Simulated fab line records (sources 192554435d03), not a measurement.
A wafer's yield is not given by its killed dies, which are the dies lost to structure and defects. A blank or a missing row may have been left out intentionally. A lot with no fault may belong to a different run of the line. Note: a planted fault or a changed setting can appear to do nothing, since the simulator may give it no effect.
fab line records    flow n5Finfet
record lots=5  wafers=14  lastDay=17
route steps=1938 shown BEOL_M6@1243
lots untouched by any fault: they come from a run of this same line in which no faults occurred
startH: hours from the record's opening day to when the first of the lot's shown wafers began    waitH: hours elapsed since this lot's preceding step    " repeats the value in the row above    L1.1+2: a single row standing in for several wafers    - no value, or no start was given    * or withheld: withheld    < > ~ a bound
route shown NAME@n: NAME is a module with steps in the file, n the number in the route of the first one    usual: average and standard deviation across the fault-free wafers    same: alike in all rows    chamber/n: place in a boat    sites: the reading at each site    _std_site: the values' standard deviation    _edge_site: inner sites' mean taken away from outer sites' mean    radiusMm: how far each site lies from the wafer's centre    mask NAME#n: copy n    behind: tool/chamber where the wafer was last shaped    hold: the reason the lot was held/the length of the hold in hours/how it ended    device: transistor that didn't switch, given as n, p or np    end of line: the tests these same wafers got at the end of their route    a step without rows: its recipe alone    killed: not the wafer's yield, but the dies lost to structure and defects at the first sort    map: shows each die of a wafer: x if killed, . if not, _ if none is there
set.NAME: the setting that was run; set.NAME@STEP: the one run at that earlier step    model.NAME: the simulator's own value behind a step, which no gauge read
lots at selected steps of the route; one table per step, one row per wafer
services: from which hour (startH, from the record's first day; less than 0 if before it) a tool's chamber was out of use, for how many hours, and why
## steps
# step N5_BEOL_M6_HM_STRIP_39
# recipe chemistry=peroxideTinStrip  material=TiN  targetDepthA=250  tempC=50  timeS=158
# step N5_BEOL_M6_SRD_40
# recipe timeS=30  tempC=23  rinseLiquid=diw  dry=ipaMarangoni
# step N5_BEOL_M6_PRECLEAN_42
# recipe chemistry=residueRemover  timeS=60  tempC=40
# step N5_BEOL_M6_SRD_43
# recipe timeS=30  tempC=23  rinseLiquid=diw  dry=ipaMarangoni
# step N5_BEOL_M6_CD_MEAS_35
# recipe targetCdNm=40  targetCdYNm=28  polarity=opening
# usual cdNm=40.3/0.71
lot.wafer  tool      chamber  startH  waitH  cdNm
L612.1     cdSem-01  -        183.98  0.0    40.5
L612.2     "         -        "       "      39.5
L612.6     "         -        "       "      38.8
L614.1     cdSem-02  -        191.21  0.0    40.7
L614.2     "         -        "       "      40.9
L614.4     "         -        "       "      40.0
L618.3     cdSem-01  -        217.49  0.0    40.2
L618.4     "         -        "       "      40.2
L630.1     cdSem-02  -        295.02  0.0    40.8
L630.2     "         -        "       "      41.1
L630.6     "         -        "       "      41.9
L635.1     cdSem-01  -        328.93  0.0    40.3
L635.2     "         -        "       "      40.0
L635.4     "         -        "       "      40.4
# step N5_BEOL_M6_CURE_75
# recipe tempC=370  timeS=120  ambient=DMADMS/He  material=SiCOH_lowk
# usual lampPowerPct=52.31/0.056  wafer_temp_C_max=371.9/0.66
lot.wafer  tool       chamber  startH  waitH  lampPowerPct  wafer_temp_C_max
L612.1     uvCure-02  0        184.26  0.3    52.41         371.6
L612.2     "          0        "       "      52.29         373.1
L612.6     "          0        "       "      52.39         372.0
L614.1     uvCure-02  0        191.59  0.4    52.27         372.4
L614.2     "          0        "       "      52.23         372.5
L614.4     "          0        "       "      52.26         371.5
L618.3     uvCure-02  0        217.63  0.1    52.26         372.7
L618.4     "          0        "       "      52.26         373.2
L630.1     uvCure-03  2        295.07  0.0    52.37         372.6
L630.2     "          2        "       "      52.31         371.4
L630.6     "          2        "       "      52.35         372.4
L635.1     uvCure-01  0        328.97  0.0    52.34         372.3
L635.2     "          0        "       "      52.34         371.6
L635.4     "          0        "       "      52.22         372.6
# step N5_BEOL_M6_DEGAS_44
# recipe ambient=vacuum  tempC=250  timeS=60
# step N5_BEOL_M6_PRE_CLEAN_45
# recipe gas=H2/He  timeS=30  tempC=250
# usual heaterPowerW=324/33
lot.wafer  tool           chamber  startH  waitH  heaterPowerW
L612.1     pvdSputter-02  -        184.63  0.0    312
L612.2     "              -        "       "      343
L612.6     "              -        "       "      395
L614.1     pvdSputter-03  -        191.98  0.0    290
L614.2     "              -        "       "      288
L614.4     "              -        "       "      329
L618.3     pvdSputter-01  -        217.96  0.0    289
L618.4     "              -        "       "      292
L630.1     pvdSputter-03  -        295.77  0.0    288
L630.2     "              -        "       "      320
L630.6     "              -        "       "      299
L635.1     pvdSputter-02  -        329.35  0.0    354
L635.2     "              -        "       "      361
L635.4     "              -        "       "      398
# step N5_BEOL_M6_ALD_77
# recipe material=TaN  targetThkA=20  tempC=275  aldPrecursorFamily=PDMAT  aldCoReactant=NH3  pressureTorr=3  carrierFlowSccm=1500  pulseTimeS=2  purgeTimeS=3  coReactantPurgeTimeS=2  coReactantPulseTimeS=3  aldCycles=40  precursorVesselTempC=75  precursorVesselPressureTorr=26.25  precursorVesselCarrierSccm=1000
# usual heaterPowerW=431/47
# same coReactantPurgeTimeS=2
lot.wafer  tool         chamber  startH  waitH  heaterPowerW  sinceWetCleanH
L612.1     aldMetal-04  3        184.69  0.0    512           2924
L612.2     "            1        "       "      388           2924
L612.6     "            0        "       "      424           -
L614.1     aldMetal-04  0        192.05  0.1    426           2932
L614.2     "            1        "       "      404           2932
L614.4     "            2        "       "      351           2932
L618.3     aldMetal-02  1        218.02  0.0    428           1419
L618.4     "            2        "       "      332           1419
L630.1     aldMetal-02  0        295.95  0.2    446           1497
L630.2     "            2        "       "      344           1497
L630.6     "            3        "       "      440           -
L635.1     aldMetal-04  0        329.43  0.1    419           3069
L635.2     "            2        "       "      359           3069
L635.4     "            1        "       "      407           3069
# step N5_BEOL_M6_SURFACE_TREAT_79
# recipe gas=Ar  timeS=*  ionEnergyEv=*  ionCurrentMaCm2=0.5  pressureMtorr=*  arFlowSccm=30
# usual throttleValvePct=*
lot.wafer  tool           chamber  startH  waitH  throttleValvePct
L612.1     pvdSputter-02  -        185.01  0.2    *
L612.2     "              -        "       "      *
L612.6     "              -        "       "      *
L614.1     pvdSputter-02  -        192.41  0.2    *
L614.2     "              -        "       "      *
L614.4     "              -        "       "      *
L618.3     pvdSputter-03  -        218.31  0.2    *
L618.4     "              -        "       "      *
L630.1     pvdSputter-02  -        296.40  0.3    *
L630.2     "              -        "       "      *
L630.6     "              -        "       "      *
L635.1     pvdSputter-02  -        329.77  0.2    *
L635.2     "              -        "       "      *
L635.4     "              -        "       "      *
# step N5_BEOL_M6_CVD_78
# recipe material=Co  targetThkA=20  tempC=withheld  precursor=CCTBA/H2  pressureTorr=30  timeS=142.3
# step N5_BEOL_M6_SPUTTER_48
# recipe material=Cu  targetThkA=100  tempC=-20  biasV=60  powerW=26000  chamberPressurePa=0.13  timeS=1.667
# usual biasV=60.0/0.63  throttleValvePct=30.1/1.5
lot.wafer  tool           chamber  startH  waitH  biasV  throttleValvePct
L612.1     pvdSputter-03  -        185.42  0.1    59.7   28.6
L612.2     "              -        "       "      59.5   30.0
L612.6     "              -        "       "      60.1   29.8
L614.1     pvdSputter-02  -        192.93  0.2    60.7   31.6
L614.2     "              -        "       "      58.8   31.9
L614.4     "              -        "       "      60.0   30.3
L618.3     pvdSputter-01  -        218.98  0.2    59.4   30.8
L618.4     "              -        "       "      60.4   30.6
L630.1     pvdSputter-01  -        298.28  1.8    59.6   29.0
L630.2     "              -        "       "      59.6   27.3
L630.6     "              -        "       "      59.8   30.6
L635.1     pvdSputter-02  -        330.05  0.2    59.0   31.5
L635.2     "              -        "       "      60.3   30.2
L635.4     "              -        "       "      60.5   31.7
# step N5_BEOL_M6_ECD_50
# recipe material=Cu  targetThkA=3000
lot.wafer  tool      chamber  startH  waitH  model.Cu_of_BEOL_M6_ECD_50.thkNm
L612.1     ecdCu-02  0        185.54  0.1    300.6
L612.2     "         1        "       "      299.2
L612.6     "         1        "       "      298.2
L614.1     ecdCu-01  0        193.05  0.1    297.4
L614.2     "         1        "       "      299.8
L614.4     "         0        "       "      297.6
L618.3     ecdCu-02  1        219.12  0.1    295.4
L618.4     "         0        "       "      453
L630.1     ecdCu-01  0        298.40  0.1    300.6
L630.2     "         1        "       "      299.4
L630.6     "         0        "       "      298.2
L635.1     ecdCu-01  1        330.16  0.1    295.6
L635.2     "         0        "       "      299.2
L635.4     "         0        "       "      298.2
# step N5_BEOL_M6_ANNEAL_51
# recipe tempC=225  timeS=90  ambient=N2
# step N5_BEOL_M6_CMP_52
# recipe stopOn=SiCOH_lowk  tOverpolishS=6.9  downForcePsi=1  platenRpm=50  clearingPlatenDownForcePsi=1.5  clearingPlatenRpm=50  postCmpClean=cuAlkaline  targetThkNm=80  clearingPlatenPadVelocityMS=0.99484  padVelocityMS=0.99484
# usual motorCurrentA=6.1/0.64  slurryFilterDpKPa=13.52/0.14  timeToEndpointS=63/4.3
lot.wafer  tool    chamber  startH  waitH  motorCurrentA  slurryFilterDpKPa  timeToEndpointS
L612.2     cmp-04  3        186.34  0.3    6.6            13.30              59
L612.1     "       2        "       "      6.0            13.74              65
L612.6     "       0        "       "      6.6            13.28              62
L614.1     cmp-01  3        193.94  0.3    6.7            13.51              59
L614.2     "       0        "       "      5.4            13.57              70
L614.4     "       1        "       "      6.0            13.53              60
L618.4     cmp-04  1        219.87  0.2    6.9            13.71              88
L618.3     "       2        "       "      5.8            13.32              64
L630.2     cmp-04  1        298.96  0.4    7.1            13.64              60
L630.1     "       3        "       "      6.5            13.37              60
L630.6     "       1        "       "      7.1            13.70              58
L635.2     cmp-02  2        330.56  0.2    6.6            13.67              63
L635.1     "       0        "       "      6.6            13.76              61
L635.4     "       1        "       "      7.1            13.73              66
# step N5_BEOL_M6_THK_MEAS_53
# recipe thkMeasGauge=xrf  reads=Cu_of_BEOL_M6_ECD_50
# usual M6_THK=79.7/2.5
lot.wafer  tool          chamber  startH  waitH  M6_THK[nm]
L612.1     filmMetro-02  -        186.64  -      82.0
L612.2     "             -        "       "      82.1
L612.6     "             -        "       "      78.9
L614.1     filmMetro-02  -        194.19  -      83.5
L614.2     "             -        "       "      85.1
L614.4     "             -        "       "      78.6
L618.3     filmMetro-01  -        220.13  -      83.2
L618.4     "             -        "       "      78.9
L630.1     filmMetro-01  -        299.22  -      75.9
L630.2     "             -        "       "      79.5
L630.6     "             -        "       "      78.9
L635.1     filmMetro-02  -        330.85  -      78.2
L635.2     "             -        "       "      82.0
L635.4     "             -        "       "      83.6
## services
tool         chamber  startH  hours  kind
cmp-02       -        167.63  0.6    repair
cmp-02       -        169.84  37.3   repair
uvCure-01    -        170.38  28.1   pm
cmp-01       -        172.71  4.0    pm
uvCure-03    -        175.88  7.5    pm
cmp-01       -        178.64  4.4    pm
cmp-01       -        187.27  3.2    repair
uvCure-03    -        192.77  6.1    repair
aldMetal-02  -        201.47  8.7    pm
aldMetal-02  -        213.01  0.8    repair
uvCure-02    -        233.43  1.6    repair
cmp-01       -        234.30  2.1    repair
uvCure-02    -        236.00  6.0    pm
uvCure-01    -        251.99  0.3    repair
uvCure-01    -        256.93  2.1    pm
cmp-02       -        258.39  1.0    repair
aldMetal-02  3        273.49  3.3    repair
cmp-02       -        274.75  4.3    pm
cmp-02       -        297.52  1.5    repair
uvCure-02    -        300.46  2.9    repair
aldMetal-02  -        304.85  2.8    pm
aldMetal-02  3        319.89  4.7    repair
ecdCu-01     -        322.26  1.7    repair
cmp-04       -        329.05  4.0    pm
## key
firstSign step=N5_BEOL_M6_CMP_52  reading=timeToEndpointS  direction=up  sigmas=6  usual=*  struck=*
effect none on later readings
modelEffect step=N5_BEOL_M6_ECD_50  value=Cu_of_BEOL_M6_ECD_50.thkNm  without=299.2  struck=453
metAt N5_BEOL_M6_ECD_50
struckWafers L618.4
onsetBetween 185.54 219.12
fault kind=processParameterDrift  tool=ecdCu-02  chamber=-  onsetH=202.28  steps=N5_BEOL_M6_ECD_50  channel=targetThkA  offset=*  shape=step  endH=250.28  scope=struckWafersOnly  actsIn=*  stated=*
